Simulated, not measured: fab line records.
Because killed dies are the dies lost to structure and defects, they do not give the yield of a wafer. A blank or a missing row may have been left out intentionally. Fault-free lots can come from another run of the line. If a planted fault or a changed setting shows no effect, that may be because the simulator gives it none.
Which tool was responsible? | flow n5_finfet | 42 wafers from 14 lots sampled at 6 of the route's 1938 steps

## WHAT THE GAUGES SHOWED, per wafer
N5_STI_FIN_REVEAL_FIN_H_MEAS_10. Usual: trench_depth_nm reads 51.9 nm (standard deviation 0.76).
lot  | measured    | on     | trench_depth_nm (nm) | flag
L412 | day 2 13:31 | ocd-02 | 51.5 50.8 52.0       |
L413 | day 2 18:52 | ocd-01 | 51.2 52.3 50.8       |
L415 | day 3 07:38 | ocd-02 | 52.8 52.9 53.1       |
L416 | day 3 12:21 | ocd-01 | 51.9 51.6 52.0       |
L417 | day 3 17:55 | ocd-01 | 50.4 51.9 50.6       |
L418 | day 3 23:53 | ocd-02 | 52.3 52.1 53.3       |
L419 | day 4 06:53 | ocd-01 | 52.3 51.8 51.9       |
L420 | day 4 16:34 | ocd-01 | 50.1 50.5 51.1       |
L421 | day 4 18:37 | ocd-02 | 50.7 51.8 52.0       |
L422 | day 5 02:45 | ocd-02 | 51.7 52.0 51.2       |
L423 | day 5 07:08 | ocd-02 | 52.0 51.3 50.7       |
L424 | day 5 15:54 | ocd-02 | 51.0 50.8 52.1       |
L425 | day 5 19:19 | ocd-01 | 51.1 51.0 52.0       |
L427 | day 6 07:43 | ocd-02 | 52.0 52.5 52.9       |

N5_BEOL_M4_RC_MEAS_101. Usual: DIBL_N 36.5 mV/V, standard deviation 1.4; DIBL_P 36.9 mV/V, standard deviation 1.7; IOFF_N 0.163 nA/um, standard deviation 0.023; IOFF_P 0.22 nA/um, standard deviation 0.032; ION_N 673 uA/um, standard deviation 9; ION_P 462 uA/um, standard deviation 7.5; SS_N 71.6 mV/dec, standard deviation 0.54; SS_P 73.4 mV/dec, standard deviation 0.62; VT_N 249.8 mV, standard deviation 2.8; VT_P -250 mV, standard deviation 3.5.
lot  | measured     | on        | DIBL_N (mV/V)  | DIBL_P (mV/V)  | IOFF_N (nA/um)    | IOFF_P (nA/um) | ION_N (uA/um) | ION_P (uA/um) | SS_N (mV/dec)  | SS_P (mV/dec)  | VT_N (mV)         | VT_P (mV)      | flag
L412 | day 7 20:49  | prober-02 | 35.6 36.6 35.5 | 35.4 36.4 35.4 | 0.143 0.167 0.149 | 0.19 0.20 0.19 | 663 665 674   | 459 450 461   | 71.8 72.1 71.7 | 73.3 73.2 72.7 | 252.3 249.5 251.7 | -255 -253 -255 |
L413 | day 7 23:18  | prober-01 | 35.0 37.3 36.1 | 35.9 38.7 37.2 | 0.143 0.184 0.163 | 0.21 0.26 0.23 | 657 680 663   | 457 468 460   | 71.2 71.9 72.0 | 73.6 74.2 73.8 | 253.3 247.2 250.5 | -248 -245 -249 |
L415 | day 8 18:02  | prober-01 | 36.1 37.7 35.5 | 37.5 39.1 36.7 | 0.159 0.190 0.152 | 0.23 0.27 0.22 | 674 678 677   | 469 469 471   | 71.1 71.6 71.4 | 73.0 73.6 73.6 | 248.9 249.7 253.0 | -247 -248 -252 |
L416 | day 8 20:10  | prober-01 | 37.6 37.0 36.0 | 36.9 35.2 35.0 | 0.182 0.159 0.147 | 0.29 0.25 0.25 | 679 663 675   | 470 466 472   | 71.9 72.1 71.5 | 72.8 73.0 72.7 | 247.3 249.2 251.0 | -242 -245 -243 |
L417 | day 9 18:32  | prober-02 | 37.1 38.0 38.9 | 37.7 39.2 40.3 | 0.158 0.177 0.197 | 0.21 0.23 0.26 | 673 682 686   | 458 465 460   | 71.7 71.6 72.0 | 73.4 73.7 74.4 | 250.3 247.7 247.2 | -253 -250 -249 |
L418 | day 9 05:38  | prober-01 | 35.7 37.9 37.6 | 35.3 38.6 37.6 | 0.135 0.182 0.172 | 0.19 0.24 0.22 | 663 680 689   | 459 464 470   | 71.3 71.5 71.0 | 73.8 74.6 74.1 | 253.6 247.2 249.3 | -253 -248 -251 |
L419 | day 9 18:59  | prober-01 | 36.0 37.8 37.8 | 35.8 37.9 37.7 | 0.153 0.184 0.179 | 0.19 0.22 0.21 | 673 667 684   | 455 450 457   | 72.0 72.8 72.0 | 73.9 73.8 73.6 | 249.3 247.4 245.8 | -253 -251 -253 |
L420 | day 9 21:07  | prober-01 | 36.0 35.8 36.5 | 37.5 37.3 37.8 | 0.176 0.174 0.187 | 0.25 0.25 0.27 | 676 672 679   | 468 469 469   | 71.8 71.7 73.1 | 74.1 74.3 73.4 | 248.6 246.6 249.4 | -244 -248 -246 |
L421 | day 10 00:04 | prober-02 | 33.7 35.0 35.0 | 34.2 37.2 36.4 | 0.114 0.146 0.137 | 0.14 0.18 0.17 | 642 671 670   | 441 453 453   | 71.0 71.8 71.4 | 72.4 72.6 73.4 | 256.7 250.6 253.7 | -258 -256 -256 |
L422 | day 10 17:21 | prober-02 | 36.8 34.4 36.3 | 36.6 33.9 36.0 | 0.161 0.132 0.153 | 0.23 0.19 0.23 | 678 672 672   | 466 465 460   | 71.1 70.5 71.6 | 73.2 72.3 73.4 | 252.8 252.3 251.1 | -248 -247 -249 |
L423 | day 11 06:55 | prober-02 | 37.1 36.3 36.3 | 38.5 37.9 36.7 | 0.184 0.174 0.162 | 0.22 0.21 0.20 | 680 664 667   | 458 456 450   | 71.3 72.3 72.1 | 74.1 73.2 73.7 | 245.7 247.0 249.6 | -253 -251 -253 |
L427 | day 11 10:32 | prober-01 | 37.3 38.3 36.1 | 38.5 39.0 36.6 | 0.196 0.204 0.161 | 0.24 0.25 0.22 | 682 694 687   | 462 464 469   | 71.8 71.9 70.9 | 74.2 74.2 74.0 | 245.1 244.8 248.7 | -249 -248 -249 |

## WHAT TOOL EACH LOT RAN ON (gives the tool, then ch and the chambers of the sampled wafers, and finally the start)
lot  | N5_FIN_CUT_CUT_ETCH_15          | N5_STI_FIN_REVEAL_OXIDATION_31      | N5_DUMMY_GATE_CVD_03                       | N5_DUMMY_GATE_CMP_04
L412 | rie_si-04 ch 0,2, day 2 04:37   | plasma_asher-02 ch 0,1, day 2 12:58 | lpcvd-01 ch 1/65,1/79,1/84, day 2 13:49    | cmp-01 ch 0,1,3, day 2 17:37
L413 | rie_si-01 ch 0,2,3, day 2 09:52 | plasma_asher-01 ch 0,1, day 2 18:19 | lpcvd-01 ch 0/20,0/25,0/39, day 2 19:08    | cmp-01 ch 0,1, day 2 22:55
L415 | rie_si-04 ch 0,1,3, day 2 21:52 | plasma_asher-01 ch 0,1, day 3 07:05 | lpcvd-01 ch 1/45,1/50,1/59, day 3 08:01    | cmp-01 ch 0,1,3, day 3 11:46
L416 | rie_si-04 ch 0,1,3, day 3 02:52 | plasma_asher-01 ch 0,1, day 3 11:48 | lpcvd-01 ch 1/45,1/50,1/54, day 3 12:38    | cmp-04 ch 0,1,2, day 3 16:29
L417 | rie_si-04 ch 1,2, day 3 08:52   | plasma_asher-01 ch 0,1, day 3 17:23 | lpcvd-02 ch 1/40,1/45,1/59, day 3 18:13    | cmp-02 ch 0,2,3, day 3 23:51
L418 | rie_si-04 ch 0,2,3, day 3 14:56 | plasma_asher-01 ch 0,1, day 3 23:20 | lpcvd-02 ch 0/45,0/50,0/54, day 4 00:11    | cmp-04 ch 0,2,3, day 4 03:55
L419 | rie_si-04 ch 0,1, day 3 21:04   | plasma_asher-01 ch 0,1, day 4 06:19 | lpcvd-01 ch 0/100,0/104,0/114, day 4 07:23 | cmp-02 ch 0,1,2, day 4 11:10
L420 | rie_si-03 ch 0,1, day 4 03:58   | plasma_asher-02 ch 0,1, day 4 16:01 | lpcvd-01 ch 1/40,1/59,1/64, day 4 17:20    | cmp-02 ch 0,2,3, day 4 22:59
L421 | rie_si-04 ch 0,1, day 4 09:43   | plasma_asher-01 ch 0,1, day 4 18:04 | lpcvd-02 ch 1/70,1/79,1/84, day 4 18:58    | cmp-01 ch 0,1,2, day 5 00:36
L422 | rie_si-01 ch 0,2,3, day 4 16:58 | plasma_asher-02 ch 0,1, day 5 02:12 | lpcvd-01 ch 1/15,1/34,1/39, day 5 03:55    | cmp-04 ch 1,2,3, day 5 07:43
L423 | rie_si-03 ch 1,2,3, day 4 21:32 | plasma_asher-01 ch 0,1, day 5 06:35 | lpcvd-02 ch 0/100,0/104,0/95, day 5 07:29  | cmp-04 ch 0,2,3, day 5 13:06
L424 | rie_si-04 ch 0,1, day 5 06:05   | plasma_asher-01 ch 0,1, day 5 15:22 | lpcvd-02 ch 1/109,1/114,1/90, day 5 16:17  | cmp-04 ch 2,3, day 5 20:01
L425 | rie_si-04 ch 1,3, day 5 10:23   | plasma_asher-01 ch 0, day 5 18:45   | lpcvd-02 ch 1/20,1/29,1/39, day 5 20:19    | cmp-02 ch 0,1,3, day 6 00:07
L427 | rie_si-04 ch 1,2,3, day 5 22:10 | plasma_asher-02 ch 0,1, day 6 07:11 | lpcvd-01 ch 1/15,1/20,1/25, day 6 08:01    | cmp-02 ch 0,2,3, day 6 13:34
- N5_FIN_CUT_CUT_ETCH_15: etches Si in HBr/Cl2/O2, target depth 100 nm, bt time 10 s, time 42.4 s.
- N5_STI_FIN_REVEAL_OXIDATION_31: chemistry O2 PLASMA REMOTE, time 20 s.
- N5_DUMMY_GATE_CVD_03: deposits a-Si from SiH4, target thk 150 nm, time 8042 s.
- N5_DUMMY_GATE_CMP_04: polishes a-Si.

## WHAT THE TOOLS THEMSELVES READ (means of the sampled wafers that have a number; where no wafer has one, the mark that the record gives instead)
N5_FIN_CUT_CUT_ETCH_15. Usual: drypump_motor_current_A 5.7 A, standard deviation 0.44; oes_product_au 0.999 a.u., standard deviation 0.017; throttle_valve_pct 37.25 %, standard deviation 0.25.
lot  | tool      | drypump_motor_current_A (A) | oes_product_au (a.u.) | throttle_valve_pct (%) | flag
L412 | rie_si-04 | 6.0                         | 1.012                 | 37.02                  |
L413 | rie_si-01 | 5.5                         | 0.997                 | 37.19                  |
L415 | rie_si-04 | 5.9                         | 1.004                 | 37.23                  |
L416 | rie_si-04 | 5.9                         | 1.005                 | 37.22                  |
L417 | rie_si-04 | 5.1                         | 0.985                 | 37.50                  |
L418 | rie_si-04 | 5.7                         | 0.998                 | 37.19                  |
L419 | rie_si-04 | 6.1                         | 1.022                 | 37.07                  |
L420 | rie_si-03 | 5.5                         | 0.996                 | 37.11                  |
L421 | rie_si-04 | 5.8                         | 1.014                 | 37.32                  |
L422 | rie_si-01 | 5.5                         | 1.005                 | 37.21                  |
L423 | rie_si-03 | 5.9                         | 1.000                 | 37.32                  |
L424 | rie_si-04 | 5.8                         | 1.010                 | 37.32                  |
L425 | rie_si-04 | 5.6                         | 0.999                 | 37.49                  |
L427 | rie_si-04 | 5.4                         | 0.987                 | 37.44                  |

N5_STI_FIN_REVEAL_OXIDATION_31. Usual: drypump_motor_current_A 5.57 A, standard deviation 0.18; heater_power_w 151 W, standard deviation 14.
lot  | tool            | drypump_motor_current_A (A) | heater_power_w (W) | flag
L412 | plasma_asher-02 | 5.61                        | 145                |
L413 | plasma_asher-01 | 5.52                        | 149                |
L415 | plasma_asher-01 | 5.64                        | 159                |
L416 | plasma_asher-01 | 5.63                        | 158                |
L417 | plasma_asher-01 | 5.52                        | 149                |
L418 | plasma_asher-01 | 5.65                        | 159                |
L419 | plasma_asher-01 | 5.63                        | 160                |
L420 | plasma_asher-02 | 5.50                        | 147                |
L421 | plasma_asher-01 | 5.62                        | 156                |
L422 | plasma_asher-02 | 5.62                        | 144                |
L423 | plasma_asher-01 | 5.65                        | 160                |
L424 | plasma_asher-01 | 5.53                        | 149                |
L425 | plasma_asher-01 | 5.38                        | 139                |
L427 | plasma_asher-02 | 5.63                        | 146                |

N5_DUMMY_GATE_CVD_03. Usual: spike_tc_bottom_C 552.7 C, standard deviation 2.8; spike_tc_centre_C 531.1 C, standard deviation 0.58; spike_tc_lower_C 530.4 C, standard deviation 0.89; spike_tc_top_C 553.0 C, standard deviation 2.6; spike_tc_upper_C 530.2 C, standard deviation 1; susceptor_temp_C 529.99 C, standard deviation 0.2.
lot  | tool     | spike_tc_bottom_C (C) | spike_tc_centre_C (C) | spike_tc_lower_C (C) | spike_tc_top_C (C) | spike_tc_upper_C (C) | susceptor_temp_C (C) | flag
L412 | lpcvd-01 | 550.6                 | 531.1                 | 531.2                | 550.8              | 529.5                | 529.78               |
L413 | lpcvd-01 | 553.2                 | 531.5                 | 529.6                | 549.9              | 529.8                | 530.02               |
L415 | lpcvd-01 | 550.0                 | 530.6                 | 531.5                | 550.8              | 529.3                | 530.04               |
L416 | lpcvd-01 | 550.6                 | 531.0                 | 531.7                | 550.9              | 529.4                | 529.87               |
L417 | lpcvd-02 | 558.5                 | 529.6                 | 531.1                | 557.9              | 529.9                | 529.91               |
L418 | lpcvd-02 | 552.5                 | 531.0                 | 529.4                | 554.4              | 530.9                | 529.60               |
L419 | lpcvd-01 | 552.3                 | 530.4                 | 529.4                | 550.1              | 529.6                | 529.84               |
L420 | lpcvd-01 | 550.4                 | 531.0                 | 530.6                | 550.8              | 528.7                | 530.20               |
L421 | lpcvd-02 | 558.9                 | 530.5                 | 530.9                | 557.4              | 529.6                | 529.65               |
L422 | lpcvd-01 | 550.4                 | 531.0                 | 530.7                | 551.3              | 528.7                | 529.92               |
L423 | lpcvd-02 | 552.8                 | 531.5                 | 530.3                | 555.1              | 531.8                | 529.68               |
L424 | lpcvd-02 | 542.9                 | 514.4                 | 514.6                | 542.1              | 513.7                | 513.95               | OFF
L425 | lpcvd-02 | 543.3                 | 514.7                 | 515.2                | 541.8              | 514.1                | 514.32               | OFF
L427 | lpcvd-01 | 551.2                 | 530.3                 | 530.9                | 551.2              | 530.3                | 530.13               |

N5_DUMMY_GATE_CMP_04. Usual: motor_current_A 10.2 A, standard deviation 1.2; time_to_endpoint_s 13.7 s, standard deviation 1.9.
lot  | tool   | motor_current_A (A) | time_to_endpoint_s (s) | flag
L412 | cmp-01 | 9.3                 | 15.4                   |
L413 | cmp-01 | 8.3                 | 14.8                   |
L415 | cmp-01 | 9.4                 | 13.0                   |
L416 | cmp-04 | 10.2                | 13.4                   |
L417 | cmp-02 | 10.3                | 13.9                   |
L418 | cmp-04 | 10.4                | 15.5                   |
L419 | cmp-02 | 11.0                | 14.8                   |
L420 | cmp-02 | 10.9                | 13.3                   |
L421 | cmp-01 | 8.6                 | 12.0                   |
L422 | cmp-04 | 10.0                | 12.2                   |
L423 | cmp-04 | 10.4                | 14.7                   |
L424 | cmp-04 | 11.6                | 4.0                    | OFF
L425 | cmp-02 | 9.9                 | 3.5                    | OFF
L427 | cmp-02 | 11.0                | 12.8                   |

## THE ANSWER, worked out from the rows above alone
Rule: a lot counts as off when the mean over its wafers that have a number is more than 3 standard deviations away from the usual mean. Also off: a lot with no number at a reading for which 4 or more lots have one. Any other lot the step has rows for is counted as sound. The gauges are gone through in route order, then the tools' own readings, and for those a lot's mean is taken as printed above. The first step at which some lot is off is used, and at that step the reading that is off furthest; a lot without a number counts as furthest.
Off: L424, L425 (N5_DUMMY_GATE_CVD_03, susceptor_temp_C).
A tool fits if, at that step or a process step before it, it ran every lot that is off, and no sound lot after the first of them. Undecided on this evidence; 2 tools fit (plasma_asher-01 at N5_STI_FIN_REVEAL_OXIDATION_31, lpcvd-02 at N5_DUMMY_GATE_CVD_03).

## WHAT THE SIMULATOR HAD INSERTED
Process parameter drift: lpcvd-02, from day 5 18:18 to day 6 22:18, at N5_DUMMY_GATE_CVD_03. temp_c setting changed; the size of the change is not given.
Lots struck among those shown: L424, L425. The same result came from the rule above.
